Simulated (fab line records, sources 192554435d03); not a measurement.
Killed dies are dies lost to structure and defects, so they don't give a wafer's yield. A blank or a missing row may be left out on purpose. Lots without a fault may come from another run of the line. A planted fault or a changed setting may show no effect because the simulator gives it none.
Split-lot experiment | flow n5_finfet | 7 lots, 21 wafers read, on a route of 1938 steps

THE SPLIT
At N5_SD_EPI_P_PEB_07 (peb time 60 s), the setting peb_time_s was moved away from the recipe's 60 s on 3 of the 21 wafers read, by -22.5% to +8.3%. The other wafers ran this setting at the recipe's value.

FROM THE SPLIT TO THE READING: what the file shows between them, 1 step
- N5_SD_EPI_P_DEVELOP_08: develop time 30 s

THE READING
cd_nm, in nm, at N5_SD_EPI_P_CD_MEAS_09 (target cd 240 nm). Fault-free wafers of this fab line usually give 239.7 nm, standard deviation 1 nm.

wafer  | tool, chamber at the split | peb_time_s as run, s | against the recipe | cd_nm, nm | against lot-mates on the recipe
L075.1 | litho_track-04, 0          | 60                   | recipe             | 239.1     | -
L075.2 | litho_track-04, 0          | 60                   | recipe             | 240.8     | -
L075.3 | litho_track-04, 0          | 60                   | recipe             | 240.7     | -
L081.1 | litho_track-02, 0          | 60                   | recipe             | 240.3     | -
L081.2 | litho_track-02, 0          | 60                   | recipe             | 239.6     | -
L081.5 | litho_track-02, 0          | 49.18                | -18.0%             | 232.6     | -7.3
L082.1 | litho_track-04, 0          | 60                   | recipe             | 240.7     | -
L082.2 | litho_track-04, 0          | 60                   | recipe             | 241.4     | -
L082.5 | litho_track-04, 0          | 46.52                | -22.5%             | 232.4     | -8.7
L084.3 | litho_track-02, 0          | 60                   | recipe             | 240.3     | -
L084.5 | litho_track-02, 0          | 60                   | recipe             | 239.8     | -
L084.6 | litho_track-02, 0          | 60                   | recipe             | 239.8     | -
L094.3 | litho_track-04, 0          | 60                   | recipe             | 240.4     | -
L094.4 | litho_track-04, 0          | 60                   | recipe             | 239.9     | -
L094.5 | litho_track-04, 0          | 60                   | recipe             | 240.2     | -
L096.2 | litho_track-02, 0          | 60                   | recipe             | 239.8     | -
L096.3 | litho_track-02, 0          | 60                   | recipe             | 239.2     | -
L096.4 | litho_track-02, 0          | 60                   | recipe             | 240.1     | -
L097.3 | litho_track-03, 0          | 60                   | recipe             | 239.4     | -
L097.5 | litho_track-03, 0          | 60                   | recipe             | 240.3     | -
L097.6 | litho_track-03, 0          | 64.96                | +8.3%              | 242.6     | +2.7

THE FIT
A straight line over all 21 wafers: cd_nm changes by +0.365 nm for each +1% of peb_time_s; r = +0.97; the points scatter about the line by 0.62 nm.
The same after taking each lot's own level away (the mean of its wafers on the recipe; 21 wafers): +0.388 nm for each +1%; r = +0.99; scatter 0.44 nm.
On that fit, the largest move of peb_time_s shifts the reading by 8.7 nm.
The lots' own levels span 239.70 to 241.05 nm, that is 1.3 times the standard deviation above.
So the lot-to-lot level changes the slope little: the two slopes agree.
Check: with one of the wafers moved furthest among these (-22.5%) left out of the fit, the line predicts -8.88 nm for it against its lot-mates. It came out at -8.65 nm against them.

OTHER SPLITS ON THESE WAFERS
These wafers also went through other splits before the reading. Each is held against what the fit with the lots' levels taken away leaves over:
other split on the same wafers    | wafers away from the commonest value | r with cd_nm (lot level and that fit taken away)
N5_WELL_APT_PEB_06 peb_time_s     | 4                                    | +0.14
N5_WELL_APT_DESCUM_13 time_s      | 6                                    | +0.01
N5_FIN_SAQP_MANDREL_ETCH_22 icp_w | 5                                    | +0.11
N5_FIN_CUT_CUT_ETCH_26 source_w   | 4                                    | +0.03
N5_SD_EPI_N_PEB_07 peb_time_s     | 6                                    | -0.11

THE WHOLE CHAIN: every reading that the file lists as answering this split, in the file's order
step                   | what it does                                     | reading                                                         | change (the file's fit)               | r (the file's)
N5_SD_EPI_P_CD_MEAS_09 | target cd 240 nm                                 | cd_nm                                                           | +0.392 nm for each +1% of the setting | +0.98
N5_SD_EPI_P_DESCUM_14  | chemistry O2, time 7.9 s                         | SD_EPI_P.cd_nm (the simulator's own value, which no gauge read) | +0.395 nm for each +1% of the setting | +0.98
N5_SD_EPI_P_ETCH_37    | etches SOC in N2/H2, overetch 108 nm, time 486 s | SD_EPI_P.cd_nm (the simulator's own value, which no gauge read) | +0.352 nm for each +1% of the setting | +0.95
N5_SD_EPI_P_ETCH_47    | etches SiOCN in CH3F/O2, target depth 25 nm      | SD_EPI_P.cd_nm (the simulator's own value, which no gauge read) | +0.344 nm for each +1% of the setting | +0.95

THE FILE'S OWN FIT
cd_nm changes by +0.392 nm for each +1% of peb_time_s, r = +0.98.
